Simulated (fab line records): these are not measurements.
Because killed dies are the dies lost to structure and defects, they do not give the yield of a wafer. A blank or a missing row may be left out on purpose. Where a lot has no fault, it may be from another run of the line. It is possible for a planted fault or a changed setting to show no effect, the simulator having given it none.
Comparing a struck lot with a sound one -- flow n5_finfet -- 17 steps out of a route of 1938
Sound: these wafers, L219.1, L219.2, L219.5. Wafers struck: L230.2, L230.5, L230.6. The cause comes at the end.
Order at every step that has rows: each side's tool, ch and its chambers, its first start. Under that, the readings that differ: sound wafers -- struck wafers -- difference of the means -- sigmas: that difference in standard deviations of wafers without a fault.
alike: words and numbers the same on both sides, and readings whose means are apart by under 2 such deviations; not compared: readings that were withheld, readings missing a value for some wafer, numbers with overlapping values and no deviation given by the record, and bounds like >300 which may hide the same value.
A row with sigmas, a row that says differs or no value, or rows on one side alone: a step with any of these is where the two part. Non-overlapping numbers with no deviation appear without sigmas and do not part them. A reading that every wafer of one side lacks parts them only if that side has two wafers or more.

first, 8 steps without rows for these wafers: N5_BEOL_M13_COAT_58 (time 60 s, resist thk 89 nm); N5_BEOL_M13_COAT_04 (resist thk 400 nm); N5_BEOL_M13_EBR_06; N5_BEOL_M13_SOFTBAKE_05 (time 60 s); N5_BEOL_M13_EXPOSE_07 (exposes mask V12); N5_BEOL_M13_PEB_08 (peb time 90 s); N5_BEOL_M13_DEVELOP_09 (develop time 45 s); N5_BEOL_M13_HARDBAKE_14 (time 120 s).
N5_BEOL_M13_CD_MEAS_10 targets a cd of 190 nm.
  sound on cd_sem-01 ch 0, day 12 00:40; struck on cd_sem-02 ch 0, day 14 13:23
  alike: cd_nm
N5_BEOL_M13_OVL_MEAS_11:
  sound on overlay-01 ch 0, day 12 00:42; struck on overlay-01 ch 0, day 14 13:25
  alike: V12_OVL
N5_BEOL_M13_INSPECT_12: inspects for defects (macro).
  sound on defect_inspect-02 at day 12 00:44; struck on defect_inspect-01 at day 14 13:26
  alike: raw_defect_count
N5_BEOL_M13_DESCUM_15: chemistry O2, time 7.9 s.
  sound on rie_diel-06 ch 0,1,2, day 12 00:46; struck on rie_diel-06 ch 0,1,3, day 14 13:50
  alike: drypump_motor_current_A, oes_product_au, rf_vpp_V, showerhead_plenum_p_Torr, throttle_valve_pct
  not compared: rf_hours_counter_h
N5_BEOL_M13_ETCH_59: etches BARC in N2/H2, target depth 89 nm, overetch 26.7 nm, time 67.9 s.
  sound on rie_diel-06 ch 0,1,2, day 12 00:49; struck on rie_diel-06 ch 0,1,3, day 14 13:52
  no value came back on the struck wafers for any of 8 readings (bias_w (W), chamber_pressure_mTorr (mTorr) and others); on the sound wafers bias_w (W) reads 149.5 149.7 149.0
reading,sound,struck,difference,sigmas
model.coat_of_BEOL_M13_COAT_04.thk_nm (nm),318.8 315.4 314,384 384.2 381,+67,
  not compared: rf_hours_counter_h
N5_BEOL_M13_VIA_ETCH_16: etches SiOC in C4F8/O2/Ar, target depth 921.7 nm.
  sound on rie_diel-06 ch 0,1,2, day 12 00:52; struck on rie_diel-06 ch 0,1,3, day 14 13:55
reading,sound,struck,difference,sigmas
model.coat_of_BEOL_M13_COAT_04.thk_nm (nm),79.6 75.6 69,144.2 140.2 130.2,+63.5,
  alike: C4F8_flow_sccm, O2_flow_sccm, drypump_motor_current_A, mfc_ar_sccm, oes_product_au, rf_vpp_V, showerhead_plenum_p_Torr, throttle_valve_pct
N5_BEOL_M13_STRIP_63: strips in N2/H2.
  sound on plasma_asher-01 ch 0,1, day 12 01:05; struck on plasma_asher-02 ch 0,1, day 14 14:09
reading,sound,struck,difference,sigmas
oes_product_au (a.u.),0.681 0.681 0.678,0.696 0.688 0.701,+0.015,+3
strip_time_to_endpoint_s (s),30.5 29.3 27.4,48.1 47.1 44.4,+17.5,+15
  alike: drypump_motor_current_A, heater_power_w, n2_flow_sccm
  not compared: rf_hours_counter_h
N5_BEOL_M13_STRIP_64: strips in N2/H2.
  sound on plasma_asher-01 ch 0,1, day 12 01:09; struck on plasma_asher-02 ch 0,1, day 14 14:13
  alike: drypump_motor_current_A, heater_power_w, n2_flow_sccm, oes_product_au, strip_time_to_endpoint_s
  not compared: rf_hours_counter_h
N5_PASSIVATION_PROBE_49:
  the record has rows for the struck wafers here (prober-02, day 16 04:32) and none for the sound ones

== WHERE THEY PART ==
First at N5_BEOL_M13_ETCH_59; last, within this record, at N5_PASSIVATION_PROBE_49.

WHY: the cause the simulator had injected
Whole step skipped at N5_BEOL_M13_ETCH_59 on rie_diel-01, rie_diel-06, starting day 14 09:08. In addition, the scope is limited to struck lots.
